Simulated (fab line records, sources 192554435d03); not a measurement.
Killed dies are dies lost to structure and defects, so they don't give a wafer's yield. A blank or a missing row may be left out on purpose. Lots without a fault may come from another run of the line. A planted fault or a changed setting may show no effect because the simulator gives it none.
Problem report in the 8D (eight disciplines) form, filled by code | flow n5_finfet | the parts of the form that need people (team, actions taken, sign-off) are left out

1. THE PROBLEM
HK_THK at N5_HKMG_FIN_THK_MEAS_70 reads a mean of 2.803 nm on 3 wafers of 3 lots; wafers without a fault read 1.593 nm with a standard deviation of 0.022. That is +55 standard deviations from the usual mean.
The step: measures by xrf.
First seen on wafer L366.3, day 6 10:01, on film_metro-02. The record holds 30 wafers of 11 lots with a number at this step. Rule for "out", or "out of limits": more than 4 standard deviations from the usual mean. The other wafers with a number count as sound.

2. WHAT IT IS AND WHAT IT IS NOT
question                    | is                     | is not
which readings at this step | HK_THK                 | -
which lots                  | L366, L369, L370       | L357, L360, L362, L363, L376, L378, L379, L380
which wafers of those lots  | L366.3, L369.3, L370.2 | L366.1, L369.1, L370.5, L370.6
read on which gauges        | film_metro-02          | film_metro-01
when                        | from day 6 10:01       | up to then (12 sound wafers); but 15 sound wafers of L369, L370, L376, L378, L379, L380 came after

3. SUSPECTS, AND WHAT RULES EACH OUT
Counting: a tool at a process step up to the reading stays a suspect if it ran every lot that is out. Sound lots after the first of them don't rule it out here, since some wafers of a struck lot are sound.
- the gauge at N5_HKMG_FIN_THK_MEAS_70: kept. All the wafers that are out were read on film_metro-02, and no step on other tools shows them out.
- ald_hk-03 at N5_HKMG_FIN_HK_ALD_01 (deposits HfO2, target thk 1.6 nm, pulse time 3 s, purge time 3 s): kept. It ran every lot that is out, first L366 (day 6 06:29); its last sound lot up to then is L363 (day 5 11:19).
- Within ald_hk-03 at N5_HKMG_FIN_HK_ALD_01: the wafers that are out ran in chamber 2; their sound lot-mates ran in chambers 0, 1.
Left after counting: ald_hk-03 at N5_HKMG_FIN_HK_ALD_01, film_metro-02 at N5_HKMG_FIN_THK_MEAS_70.

4. THE CAUSE (what the simulator had put in)
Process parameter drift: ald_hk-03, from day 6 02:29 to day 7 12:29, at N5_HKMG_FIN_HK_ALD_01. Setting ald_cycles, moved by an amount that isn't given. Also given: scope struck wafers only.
Counting left 2 suspects, and this tool is among them.

5. THE CHAIN OF EFFECTS, in route order
Each row: a reading whose mean over the struck wafers that have a number lies more than 3 standard deviations from the usual. Only readings for which the record gives a usual standard deviation are gone through. hours: the time from each lot's start at the first step in this table that gives one to its start at this step, as a median over the lots. sigmas: the change in usual standard deviations.
hours | step                    | reading | usual    | on struck wafers | change | sigmas
0     | N5_HKMG_FIN_THK_MEAS_70 | HK_THK  | 1.593 nm | 2.803            | +1.210 | +55

6. WHAT WOULD HAVE CAUGHT IT SOONER
In this record the first reading out of limits at a measuring or inspecting step was taken at day 6 10:01, 8 hours after the fault began at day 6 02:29.
Of the tool readings at N5_HKMG_FIN_HK_ALD_01 for which the record gives a usual standard deviation, none was out on any struck wafer, so an alarm limit of 4 standard deviations on them would not have fired.
Of the lots that are out (3), L369, L370 began N5_HKMG_FIN_HK_ALD_01 on ald_hk-03 after day 6 10:01. A hold on the tool at that time would have spared those 2.
